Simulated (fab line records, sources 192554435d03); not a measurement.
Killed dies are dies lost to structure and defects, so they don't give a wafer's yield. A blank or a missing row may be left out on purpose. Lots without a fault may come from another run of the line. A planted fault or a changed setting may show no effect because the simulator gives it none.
Chamber matching | flow n5_finfet | N5_SD_EPI_N_DESCUM_14 on rie_diel-06: 4 sister chambers
The step chemistry O2, time 7.9 s. 18 wafers are shown with their chamber, then 9 later ones without.

WAFERS WITH THEIR CHAMBER
wafer  | chamber | throttle_valve_pct (%) | showerhead_plenum_p_Torr (Torr) | oes_product_au (a.u.)
L074.3 | 3       | 20.55                  | 2.14                            | 0.89
L074.5 | 3       | 20.55                  | 2.14                            | 0.89
L074.6 | 2       | 20.17                  | 2.11                            | 0.84
L076.3 | 1       | 20.58                  | 2.19                            | 0.71
L076.4 | 3       | 20.57                  | 2.14                            | 0.87
L076.6 | 3       | 20.56                  | 2.14                            | 0.87
L079.1 | 2       | 20.18                  | 2.11                            | 0.82
L079.3 | 1       | 20.58                  | 2.18                            | 0.72
L079.5 | 3       | 20.57                  | 2.13                            | 0.87
L086.2 | 1       | 20.60                  | 2.18                            | 0.70
L086.3 | 3       | 20.60                  | 2.13                            | 0.85
L086.5 | 2       | 20.21                  | 2.10                            | 0.81
L087.3 | 3       | 20.59                  | 2.13                            | 0.86
L087.4 | 0       | 20.86                  | 2.09                            | 0.72
L087.5 | 2       | 20.22                  | 2.10                            | 0.80
L090.2 | 0       | 20.86                  | 2.09                            | 0.72
L090.5 | 0       | 20.86                  | 2.09                            | 0.72
L090.6 | 1       | 20.62                  | 2.18                            | 0.71

SIGNATURES (means of the wafers above)
reading                  | chamber 0 | chamber 1 | chamber 2 | chamber 3 | scatter within a chamber
throttle_valve_pct       | 20.8600   | 20.5950   | 20.1950   | 20.5700   | 0.0189
showerhead_plenum_p_Torr | 2.0900    | 2.1825    | 2.1050    | 2.1357    | 0.00497
oes_product_au           | 0.7200    | 0.7100    | 0.8175    | 0.8714    | 0.013
Rule: a wafer's distance from a chamber is the root of the sum, over the readings, of the square of ((its reading less the chamber's mean) divided by the reading's scatter). The wafer belongs to the nearest chamber; if the next one is less than 2 further off, it can't be placed. The scatter: the root of (the sum of the squares of (reading less its chamber's mean) over the shown wafers, divided by (wafers less chambers)).

WAFERS WITHOUT THEIR CHAMBER
wafer  | throttle_valve_pct (%) | showerhead_plenum_p_Torr (Torr) | oes_product_au (a.u.)
L093.2 | 20.63                  | 2.12                            | 0.84
L093.4 | 20.25                  | 2.09                            | 0.79
L093.5 | 20.24                  | 2.09                            | 0.78
L094.1 | 20.26                  | 2.09                            | 0.78
L094.2 | 20.63                  | 2.17                            | 0.69
L094.3 | 20.87                  | 2.08                            | 0.70
L095.2 | 20.25                  | 2.09                            | 0.78
L095.3 | 20.64                  | 2.12                            | 0.82
L095.5 | 20.63                  | 2.12                            | 0.83

WHICH CHAMBER EACH WENT THROUGH
wafer  | from the rows above | in truth
L093.2 | 3                   | 3
L093.4 | 2                   | 2
L093.5 | 2                   | 2
L094.1 | 2                   | 2
L094.2 | 1                   | 1
L094.3 | 0                   | 0
L095.2 | 2                   | 2
L095.3 | 3                   | 3
L095.5 | 3                   | 3
Placed correctly: 9 of 9. Can't be placed from these rows: 0. Placed wrongly: 0.
